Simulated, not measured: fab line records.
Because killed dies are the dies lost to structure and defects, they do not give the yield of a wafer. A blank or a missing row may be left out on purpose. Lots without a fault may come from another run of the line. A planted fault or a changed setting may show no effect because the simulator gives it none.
fab line records | flow nandHarc
record: lots: 6 wafers: 18 lastDay: 32
route steps=1302 shown A_M1@1172 END@1302
lots untouched by any fault: they come from a run of this same line in which no faults occurred
startH: the number of hours between the record's first day and the start of the first shown wafer of the lot | waitH: hours since the lot's step before | " repeats the value in the row above | L1.1+2: a single row standing in for several wafers | - value missing, or start not given | * or withheld: withheld | < > ~ a bound
route shown NAME@n: a module of which the file shows steps, and the number in the route of the first | usual: the fault-free wafers' mean and standard deviation | same: alike in all rows | chamber/n: place in a boat | sites: the reading at each site | _std_site: standard deviation of those values | _edge_site: inner sites' mean taken away from outer sites' mean | radiusMm: how far each site lies from the wafer's centre | mask NAME#n: copy n | behind: tool/chamber where the wafer was last shaped | hold: the reason the lot was held/the length of the hold in hours/how it ended | device: the n, p or np transistor that did not switch | end of line: the same wafers' tests at the end of the route | for a step that has no rows: nothing shown but its recipe | killed: dies lost to structure and defects at the first sort, not the wafer's yield | map: a wafer's dies, x killed, . not, _ none there
set.NAME: setting as actually run; set.NAME@STEP: the setting as run at that earlier step | model.NAME: the simulator's own value behind a step, which no gauge read
lots at some steps of the route; a table a step, a row a wafer
services: from which hour (startH, from the record's first day; less than 0 if before it) a tool's chamber was out of use, for how many hours, and why
== steps ==
step: NHARC_A_M1_COAT_34
recipe: tempC: 200 timeS: 65
step: NHARC_A_M1_COAT_03
recipe: spinRpm: 1500 resistThkNm: 90
step: NHARC_A_M1_SOFTBAKE_04
recipe: tempC: 105 timeS: 55
step: NHARC_A_M1_EBR_05
step: NHARC_A_M1_EXPOSE_06
recipe: na: 1.35 targetCdNm: 120 doseMj: 75.13 maskId: A_M1
step: NHARC_A_M1_PEB_07
recipe: pebTempC: 100 pebTimeS: 65
step: NHARC_A_M1_DEVELOP_08
recipe: developTimeS: 35 devTempC: 23
step: NHARC_A_M1_CD_MEAS_09
recipe: targetCdNm: 120 landingEnergyEv: 500
usual: cdNm: 120.3/0.67
same: landingEnergyEv: 500
columns lot.wafer tool chamber startH waitH cdNm
L238.1 cdSem-02 0 535.87 - 120.1
L238.3 " 0 " " 120.4
L238.4 " 0 " " 120.2
L247.1 cdSem-02 0 625.07 - 120.0
L247.3 " 0 " " 120.5
L247.4 " 0 " " 120.2
L250.1 cdSem-02 0 634.26 - 120.9
L250.2 " 0 " " 122.0
L250.3 " 0 " " 121.3
L251.2 cdSem-02 0 669.28 - 119.9
L251.4 " 0 " " 121.2
L251.6 " 0 " " 120.1
L259.2 cdSem-02 0 731.05 - 120.1
L259.3 " 0 " " 119.7
L259.6 " 0 " " 119.8
L258.2 cdSem-01 0 732.16 - 118.4
L258.5 " 0 " " 119.2
L258.6 " 0 " " 119.1
step: NHARC_A_M1_OVL_MEAS_10
recipe: pitchNm: 240
usual: overlayXNm: 0.4/0.87 overlayYNm: 0.0/0.99
columns lot.wafer tool chamber startH waitH overlayXNm overlayYNm
L238.1 overlay-01 - 535.96 - -0.4 -0.7
L238.3 " - " " 0.4 -0.7
L238.4 " - " " 0.2 -1.2
L247.1 overlay-02 - 625.16 - -2.1 -0.5
L247.3 " - " " -2.0 -0.9
L247.4 " - " " -2.1 -1.0
L250.1 overlay-01 - 634.36 - 0.2 -1.0
L250.2 " - " " 0.1 -0.9
L250.3 " - " " -0.1 -0.5
L251.2 overlay-01 - 669.36 - 0.7 0.3
L251.4 " - " " 0.2 0.1
L251.6 " - " " 1.0 0.8
L259.2 overlay-01 - 731.13 - 1.5 -1.1
L259.3 " - " " 0.9 -0.9
L259.6 " - " " 1.2 -1.0
L258.2 overlay-01 - 732.24 - 0.5 0.4
L258.5 " - " " 0.7 0.7
L258.6 " - " " 0.6 0.6
step: NHARC_A_M1_INSPECT_11
usual: rawDefectCount: 89/39
columns lot.wafer tool chamber startH waitH rawDefectCount
L238.1 defectInspect-01 - 536.00 0.0 104
L238.3 " - " " 122
L238.4 " - " " 117
L247.1 defectInspect-02 - 625.20 0.0 64
L247.3 " - " " 74
L247.4 " - " " 98
L250.1 defectInspect-01 - 634.40 0.0 88
L250.2 " - " " 118
L250.3 " - " " 95
L251.2 defectInspect-02 - 669.40 0.0 77
L251.4 " - " " 69
L251.6 " - " " 77
L259.2 defectInspect-01 - 731.17 0.0 60
L259.3 " - " " 79
L259.6 " - " " 69
L258.2 defectInspect-02 - 732.28 0.0 82
L258.5 " - " " 97
L258.6 " - " " 80
step: NHARC_A_M1_DESCUM_14
recipe: timeS: 3 o2FlowSccm: 200 arFlowSccm: 0 biasPowerW: 0 chemistry: O2
usual: drypumpMotorCurrentA: 5.7/0.51 oesProductAu: 0.995/0.0095 rfVppV: 57.8/0.84 showerheadPlenumPTorr: 1.91/0.068 throttleValvePct: 11.312/0.0098
same: biasPowerW: 0
columns lot.wafer tool chamber startH waitH drypumpMotorCurrentA oesProductAu rfHoursCounterH rfVppV showerheadPlenumPTorr throttleValvePct
L238.4 rieDiel-03 1 536.07 0.1 6.1 1.005 4.6 57.8 1.92 11.330
L238.1 " 2 " " 5.9 1.003 4.2 57.0 1.94 11.303
L238.3 " 3 " " 6.1 1.002 4.4 55.9 1.81 11.311
L247.1 rieDiel-05 1 625.27 0.1 4.9 0.984 1.1 59.5 1.94 11.297
L247.3 " 2 " " 5.5 0.992 1.2 57.8 2.03 11.315
L247.4 " 3 " " 5.6 0.992 1.1 56.3 1.83 11.301
L250.1 rieDiel-05 2 634.46 0.1 5.5 1.008 1.4 57.1 2.03 11.294
L250.2 " 0 " " 6.3 0.997 1.2 57.2 1.88 11.325
L250.3 " 1 " " 4.9 0.994 1.3 58.2 1.94 11.300
L251.2 rieDiel-02 0 669.47 0.1 5.1 0.992 5.7 57.4 1.81 11.320
L251.4 " 2 " " 4.9 0.985 5.7 57.4 1.89 11.319
L251.6 " 3 " " 6.4 1.001 - 58.0 1.98 11.320
L259.2 rieDiel-05 0 731.23 0.1 6.3 0.989 3.3 57.2 1.88 11.328
L259.3 " 2 " " 5.5 0.998 3.6 57.3 2.03 11.309
L259.6 " 0 " " 6.3 0.984 - 57.8 1.88 11.309
L258.2 rieDiel-03 2 732.36 0.1 5.9 0.991 5.1 57.9 1.93 11.307
L258.6 " 0 " " 5.4 1.000 - 57.5 1.94 11.315
L258.5 " 2 " " 5.9 1.000 - 57.8 1.93 11.310
step: NHARC_A_M1_ETCH_35
recipe: targetDepthA: 400 overetchA: 120 timeS: 43.94 ionEnergyEv: 200 n2FlowSccm: 150 h2FlowSccm: 150 arFlowSccm: 0 rfW: 400 biasW: 150 chemistry: N2/H2
usual: drypumpMotorCurrentA: 5.7/0.5 oesProductAu: 0.997/0.01 rfVppV: 430.5/2.4 runLengthS: 65.3/0.4 showerheadPlenumPTorr: 2.04/0.079 throttleValvePct: 14.170/0.0096
columns lot.wafer tool chamber startH waitH drypumpMotorCurrentA oesProductAu rfHoursCounterH rfVppV runLengthS showerheadPlenumPTorr throttleValvePct
L238.4 rieDiel-03 3 536.14 0.1 6.1 0.985 4.4 426.8 65.7 1.93 14.190
L238.1 " 0 " " 5.5 1.008 4.8 432.3 65.0 2.07 14.177
L238.3 " 2 " " 6.0 1.004 4.2 431.7 65.2 2.06 14.176
L247.3 rieDiel-05 0 625.35 0.1 6.3 0.996 1.0 429.5 65.3 2.00 14.163
L247.4 " 1 " " 4.9 0.983 1.1 431.5 65.4 2.06 14.159
L247.1 " 2 " " 5.5 1.008 1.2 435.4 65.4 2.17 14.189
L250.3 rieDiel-05 0 634.55 0.1 6.3 0.992 1.2 429.3 65.5 2.00 14.172
L250.2 " 1 " " 4.9 0.976 1.3 432.6 65.5 2.06 14.171
L250.1 " 2 " " 5.5 0.994 1.4 434.3 65.5 2.17 14.164
L251.2 rieDiel-02 2 669.56 0.1 4.9 0.996 5.7 428.8 64.7 2.02 14.161
L251.4 " 3 " " 6.4 1.015 5.4 432.5 66.0 2.12 14.170
L251.6 " 1 " " 6.0 1.002 - 433.9 64.8 2.13 14.182
L259.2 rieDiel-05 1 731.32 0.1 4.9 0.979 3.8 431.2 65.7 2.06 14.176
L259.3 " 2 " " 5.5 1.007 3.6 434.1 65.4 2.17 14.174
L259.6 " 1 " " 4.9 0.982 - 431.9 65.5 2.06 14.180
L258.2 rieDiel-03 3 732.46 0.1 6.1 0.994 5.1 428.5 65.6 1.92 14.178
L258.5 " 0 " " 5.5 0.994 - 431.1 65.0 2.07 14.170
L258.6 " 3 " " 6.0 0.993 - 427.3 65.6 1.92 14.171
step: NHARC_A_M1_ETCH_15
recipe: targetDepthA: 1825 timeS: 91.2 c4f8FlowSccm: withheld arFlowSccm: 400 rfW: 600 biasW: 300 chemistry: C4F8/Ar
usual: oesProductAu: 0.953/0.024 rfVppV: 440.6/2.3 runLengthS: 112.6/0.42
columns lot.wafer tool chamber startH waitH oesProductAu rfHoursCounterH rfVppV runLengthS
L238.4 rieDiel-03 0 536.23 - 0.980 4.8 442.3 112.1
L238.1 " 1 " " 0.958 4.6 440.4 112.4
L238.3 " 2 " " 0.996 4.2 440.8 112.3
L247.3 rieDiel-05 3 625.43 - 0.960 1.1 438.1 103.2
L247.1 " 0 " " 0.956 1.0 439.5 102.8
L247.4 " 2 " " 0.976 1.3 444.6 103.3
L250.1 rieDiel-05 3 634.63 - 0.954 1.3 438.8 103.7
L250.2 " 0 " " 0.975 1.2 438.8 103.2
L250.3 " 2 " " 0.963 1.4 444.7 103.3
L251.4 rieDiel-02 1 669.64 - 0.983 5.3 444.2 112.9
L251.2 " 3 " " 0.983 5.4 444.3 113.1
L251.6 " 0 " " 0.954 - 439.0 112.6
L259.2 rieDiel-05 0 731.41 - 0.916 3.4 439.8 112.5
L259.3 " 2 " " 0.926 3.7 443.8 112.7
L259.6 " 0 " " 0.918 - 439.8 112.1
L258.2 rieDiel-03 3 732.54 - 0.943 5.2 437.8 113.4
L258.5 " 0 " " 0.962 - 442.0 112.5
L258.6 " 2 " " 0.940 - 442.3 112.4
step: NHARC_A_M1_CD_MEAS_16
usual: cdNm: 120.2/0.93
columns lot.wafer tool chamber startH waitH cdNm
L238.1 cdSem-02 - 536.36 - 120.7
L238.3 " - " " 119.1
L238.4 " - " " 119.8
L247.1 cdSem-02 - 625.56 - 119.0
L247.3 " - " " 120.0
L247.4 " - " " 119.5
L250.1 cdSem-01 - 634.77 - 121.1
L250.2 " - " " 122.0
L250.3 " - " " 121.0
L251.2 cdSem-03 - 669.77 - 120.7
L251.4 " - " " 120.9
L251.6 " - " " 121.0
L259.2 cdSem-02 - 731.54 - 120.7
L259.3 " - " " 119.1
L259.6 " - " " 120.3
L258.2 cdSem-01 - 732.69 - 119.1
L258.5 " - " " 120.2
L258.6 " - " " 119.8
step: NHARC_END_SORT_01
recipe: tempC: 25
usual: defectLimitedYield: 91.4/2.7 killedAtArray: 53/18 killedAtOther: 0.8/1.1 killedAtPeriphery: 4.1/2.7 killedDies: 58/18 killedOpen: 3.1/1.7 killedShort: 2.7/1.7 sort_bin_2_pct: 3.0/1.2 sort_bin_3_pct: 0.6/0.37 sort_bin_4_pct: 4.9/1.5 sortNPass: 619/18 sortRimYieldPct: 91/4.1 sortYieldPct: 91.4/2.7
same: grossDies: 677 sort_bin_5_pct[%]: 0 sort_bin_6_pct[%]: 0 sort_bin_7_pct[%]: 0 sort_bin_8_pct[%]: 0 sortRimNGross: 106.00
columns lot.wafer tool chamber startH waitH hold defectLimitedYield[%] killedAtArray killedAtOther killedAtPeriphery killedDies killedOpen killedShort sort_bin_2_pct[%] sort_bin_3_pct[%] sort_bin_4_pct[%] sortNPass sortRimYieldPct[%] sortYieldPct[%]
L238.1 prober-01 0 573.49 2.5 - 89.8 61 0 8 69 5 2 4.7 0.7 4.7 608 90 89.8
L238.3 prober-01 0 575.11 3.1 - 93.8 40 0 2 42 5 3 1.8 0.1 4.3 635 88 93.8
L238.4 prober-01 0 575.92 3.4 - 90.3 60 0 6 66 0 1 3.7 0.3 5.8 611 94 90.3
L247.1 prober-02 0 659.42 2.5 - 90.5 58 0 6 64 5 3 3.4 0.9 5.2 613 92 90.5
L247.3 prober-02 0 661.01 3.1 - 90.3 61 0 5 66 2 4 3.8 0.4 5.5 611 93 90.3
L247.4 prober-02 0 661.81 3.4 - 91.4 50 0 8 58 2 4 3.7 0.6 4.3 619 82 91.4
L250.1 prober-01 0 667.63 2.5 awaitDispo/2.2h/release 91.3 55 1 3 59 1 4 3.8 0.4 4.4 618 93 91.3
L250.2 prober-01 0 668.43 2.8 awaitDispo/2.2h/release 89.5 63 1 7 71 1 4 5.5 0.6 4.4 606 81 89.5
L250.3 prober-01 0 669.23 3.1 awaitDispo/2.2h/release 89.2 68 0 5 73 5 1 4.0 0.6 6.2 604 92 89.2
L251.2 prober-01 0 706.67 2.8 - 93.4 43 0 2 45 9 2 3.0 0.7 3.0 632 89 93.4
L251.4 prober-01 0 708.27 3.4 - 92.5 50 0 1 51 1 6 3.0 0.9 3.7 626 95 92.5
L251.6 prober-01 0 709.86 4.0 - 92.2 51 0 2 53 4 2 3.0 0.4 4.4 624 92 92.2
L258.2 prober-01 0 771.59 2.8 - 91.1 54 0 6 60 4 1 2.8 0.4 5.6 617 94 91.1
L258.5 prober-01 0 774.00 3.7 - 89.8 65 1 3 69 4 5 4.1 0.6 5.5 608 90 89.8
L258.6 prober-01 0 774.81 4.0 - 91.1 58 0 2 60 5 3 3.1 0.4 5.3 617 92 91.1
L259.2 prober-02 0 771.61 2.8 - 94.1 35 1 4 40 2 0 1.3 0.4 4.1 637 88 94.1
L259.3 prober-02 0 772.39 3.1 - 90.7 57 2 4 63 3 5 3.2 0.1 5.9 614 91 90.7
L259.6 prober-02 0 774.75 3.9 - 93.2 42 2 2 46 6 1 1.3 0.3 5.2 631 87 93.2
killed by level:class
L238.1 A_CHANNEL_HOLE_D1:chamberFilmFlake=29 A_CHANNEL_HOLE_D2:chamberFilmFlake=14 P_M1:chamberFilmFlake=4 A_ZERO_WELL:chamberFilmFlake=4 A_WL_FILL:chamberFilmFlake=4 P_GATE:chamberFilmFlake=3 A_STAIRCASE:chamberFilmFlake=2 P_M0:geometricParticle:open=1
L238.3 A_CHANNEL_HOLE_D1:chamberFilmFlake=13 A_CHANNEL_HOLE_D2:chamberFilmFlake=7 A_WL_FILL:chamberFilmFlake=5 A_ZERO_WELL:chamberFilmFlake=4 P_M1:chamberFilmFlake=2 A_CHANNEL_HOLE_D1:geometricParticle:short=1 A_CHANNEL_FILL_D1:geometricParticle:open=1 A_ONON_D2:geometricParticle:short=1
L238.4 A_CHANNEL_HOLE_D2:chamberFilmFlake=33 A_CHANNEL_HOLE_D1:chamberFilmFlake=19 P_M1:chamberFilmFlake=4 A_ZERO_WELL:chamberFilmFlake=4 P_GATE:chamberFilmFlake=2 A_CHANNEL_HOLE_D1:geometricParticle:short=1 A_CHANNEL_FILL_D1:chamberFilmFlake=1 A_CHANNEL_FILL_D2:chamberFilmFlake=1
L247.1 A_CHANNEL_HOLE_D1:chamberFilmFlake=38 A_CHANNEL_HOLE_D2:chamberFilmFlake=7 P_GATE:chamberFilmFlake=6 A_CHANNEL_FILL_D2:geometricParticle:open=2 A_M1:areaEtch=2 A_ONON_D1:geometricParticle:short=1 A_CHANNEL_FILL_D1:geometricParticle:open=1 A_DECK1_JOINT:geometricParticle:open=1
L247.3 A_CHANNEL_HOLE_D1:chamberFilmFlake=34 A_CHANNEL_HOLE_D2:chamberFilmFlake=11 P_GATE:chamberFilmFlake=5 A_M1:areaEtch=4 A_CONTACT:geometricParticle:open=2 A_WL_FILL:chamberFilmFlake=2 A_CONTACT:chamberFilmFlake=2 A_ONON_D1:geometricParticle:short=1
L247.4 A_CHANNEL_HOLE_D1:chamberFilmFlake=18 A_CHANNEL_HOLE_D2:chamberFilmFlake=13 P_ZERO_WELL:chamberFilmFlake=4 P_GATE:chamberFilmFlake=4 A_M1:areaEtch=4 A_CHANNEL_FILL_D2:chamberFilmFlake=3 A_ONON_D2:geometricParticle:open=2 A_M0:geometricParticle:short=2
L250.1 A_SLIT:chamberFilmFlake=21 A_CHANNEL_HOLE_D2:chamberFilmFlake=14 A_CONTACT:chamberFilmFlake=10 A_CHANNEL_HOLE_D1:chamberFilmFlake=2 A_ONON_D1:geometricParticle:open=1 A_ONON_D1:geometricParticle:short=1 A_ONON_D2:geometricParticle:short=1 A_SGD_CUT:geometricParticle:short=1
L250.2 A_SLIT:chamberFilmFlake=19 A_M1:areaEtch=13 A_STAIRCASE:chamberFilmFlake=8 A_CHANNEL_HOLE_D2:chamberFilmFlake=6 P_CONTACT:chamberFilmFlake=4 A_CONTACT:chamberFilmFlake=4 A_WL_FILL:chamberFilmFlake=4 A_CHANNEL_HOLE_D1:chamberFilmFlake=3
L250.3 A_SLIT:chamberFilmFlake=36 A_CHANNEL_HOLE_D2:chamberFilmFlake=9 A_CHANNEL_HOLE_D1:chamberFilmFlake=5 A_CONTACT:chamberFilmFlake=4 A_STAIRCASE:chamberFilmFlake=4 A_M1:areaEtch=4 A_WL_FILL:chamberFilmFlake=3 A_SOURCE_PLATE:geometricParticle:open=2
L251.2 A_SLIT:chamberFilmFlake=21 A_CHANNEL_HOLE_D1:chamberFilmFlake=7 A_M0:geometricParticle:open=4 A_STAIRCASE:chamberFilmFlake=3 A_ONON_D2:geometricParticle:open=2 A_CONTACT:chamberFilmFlake=2 P_CONTACT:geometricParticle:open=1 P_M0:geometricParticle:open=1
L251.4 A_SLIT:chamberFilmFlake=34 A_CHANNEL_HOLE_D1:chamberFilmFlake=5 A_STAIRCASE:chamberFilmFlake=3 A_CHANNEL_FILL_D2:geometricParticle:short=2 A_CONTACT:chamberFilmFlake=2 P_GATE:geometricParticle:open=1 A_CHANNEL_FILL_D1:geometricParticle:short=1 A_DECK1_JOINT:geometricParticle:short=1
L251.6 A_SLIT:chamberFilmFlake=27 A_CHANNEL_HOLE_D1:chamberFilmFlake=8 A_BLC:chamberFilmFlake=5 A_STAIRCASE:chamberFilmFlake=3 A_WL_FILL:chamberFilmFlake=2 P_CONTACT:geometricParticle:open=1 P_M1:geometricParticle:short=1 A_CHANNEL_FILL_D1:geometricParticle:short=1
L258.2 A_CHANNEL_HOLE_D2:chamberFilmFlake=22 A_CHANNEL_HOLE_D1:chamberFilmFlake=9 A_SLIT:chamberFilmFlake=9 A_CONTACT:chamberFilmFlake=6 A_WL_FILL:chamberFilmFlake=3 P_ZERO_WELL:chamberFilmFlake=2 P_M2:chamberFilmFlake=2 P_STI:geometricParticle:open=1
L259.2 A_SLIT:chamberFilmFlake=21 A_CONTACT:chamberFilmFlake=4 A_CHANNEL_FILL_D1:chamberFilmFlake=3 A_DECK1_JOINT:chamberFilmFlake=2 A_M0:chamberFilmFlake=2 P_GATE:geometricParticle:open=1 P_M0:geometricParticle:open=1 P_ZERO_WELL:chamberFilmFlake=1
L259.3 A_SLIT:chamberFilmFlake=32 A_CONTACT:chamberFilmFlake=9 A_STAIRCASE:chamberFilmFlake=6 A_DECK1_JOINT:chamberFilmFlake=2 THIN_TSV:chamberFilmFlake=2 P_CONTACT:geometricParticle:open=1 P_M1:geometricParticle:open=1 P_M2:geometricParticle:short=1
L258.5 A_CHANNEL_HOLE_D2:chamberFilmFlake=32 A_CHANNEL_HOLE_D1:chamberFilmFlake=14 A_CONTACT:chamberFilmFlake=4 A_SLIT:chamberFilmFlake=4 A_STAIRCASE:chamberFilmFlake=3 A_ONON_D1:geometricParticle:short=2 A_CHANNEL_FILL_D1:geometricParticle:short=2 P_GATE:geometricParticle:open=1
L259.6 A_SLIT:chamberFilmFlake=20 A_CONTACT:chamberFilmFlake=6 A_STAIRCASE:chamberFilmFlake=4 A_CHANNEL_FILL_D1:geometricParticle:open=2 A_CHANNEL_HOLE_D1:chamberFilmFlake=2 A_DECK1_JOINT:chamberFilmFlake=2 THIN_TSV:chamberFilmFlake=2 P_M0:geometricParticle:open=1
L258.6 A_CHANNEL_HOLE_D1:chamberFilmFlake=20 A_CHANNEL_HOLE_D2:chamberFilmFlake=20 A_SLIT:chamberFilmFlake=5 A_CONTACT:chamberFilmFlake=4 A_CHANNEL_FILL_D1:geometricParticle:short=2 A_WL_FILL:chamberFilmFlake=2 P_STI:geometricParticle:open=1 P_GATE:geometricParticle:short=1
map L247.3 (x killed, . not)
____________.____________
_________......._________
_______..........._______
______........x....______
_____.....x......x.._____
____.....x.x.x..x....____
____.......xx..x.....____
___.....x.xxxx........___
___.......xxx.....x...___
__.......xxxxx.........__
__.....xxxxxxx.......x.__
_.........xxxx.........._
_........xxxx..........._
_......................._
_.................x....._
_.....................x._
.......................x.
....x....................
........................x
...................x.....
.........................
_........x.............._
_......................x_
_x......................_
_...................x..x_
_..........x.........x.._
__.....................__
__x.................x..__
___.x......x..........___
___.........x.........___
____........x........____
____......x.x.x......____
_____..............._____
______.....x.......______
_______..xx......._______
_________..x...._________
____________.____________
map L250.3 (x killed, . not)
____________.____________
_________......._________
_______..........._______
______.............______
_____..............._____
____x................____
____.................____
___...................___
___...................___
__.....................__
__....x................__
_......................._
_x.........x............_
_.......x..............._
_...x.xx................_
_......x................_
.........................
.....x.......x...........
........x......x.........
.......xx................
..................x......
_............x..x.x....._
_.....x................._
_.x...x................._
_.............x........._
_.............x........._
__...........x.........__
__..........xx.........__
___.xxx....xxx........___
___xxx....xxxxx.......___
____xxx....xxxxx.....____
____xxx..xxxxxx......____
_____x..x.xxxx..x..._____
______x.x..xx......______
_______...xxx....._______
_________.....x._________
____________.____________
== services ==
columns tool chamber startH hours kind
rieDiel-05 0 513.60 - clean
rieDiel-05 1 513.60 - clean
rieDiel-05 2 513.60 - clean
rieDiel-05 3 513.60 - clean
rieDiel-05 3 520.03 8.8 repair
rieDiel-05 0 538.10 - clean
rieDiel-05 1 538.10 - clean
rieDiel-05 2 538.10 - clean
rieDiel-05 3 538.10 - clean
rieDiel-05 - 538.62 0.5 repair
rieDiel-05 0 562.64 - clean
rieDiel-05 1 562.64 - clean
rieDiel-05 2 562.64 - clean
rieDiel-02 - 570.70 9.0 pm
rieDiel-03 2 577.78 11.9 repair
rieDiel-05 - 583.60 9.0 pm
rieDiel-05 - 609.48 2.6 repair
rieDiel-03 - 635.30 9.0 pm
rieDiel-05 3 638.59 13.1 repair
rieDiel-02 1 653.34 3.3 repair
rieDiel-05 0 659.51 8.4 repair
rieDiel-02 - 674.36 0.1 repair
rieDiel-05 - 714.60 1.2 repair
rieDiel-03 1 727.20 9.1 repair
== key ==
firstSign: step: NHARC_A_M1_ETCH_15 reading: runLengthS direction: down sigmas: 22 usual: * struck: *
effect: step: NHARC_END_SORT_01 reading: hold direction: added
metAt NHARC_A_M1_ETCH_15
struckWafers L247.1,L247.3,L247.4,L250.1,L250.2,L250.3
fault: kind: processParameterDrift tool: rieDiel-05 chamber: - onsetH: 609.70 steps: NHARC_A_M1_ETCH_15 channel: timeS offset: * shape: step endH: 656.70 actsIn: * stated: *
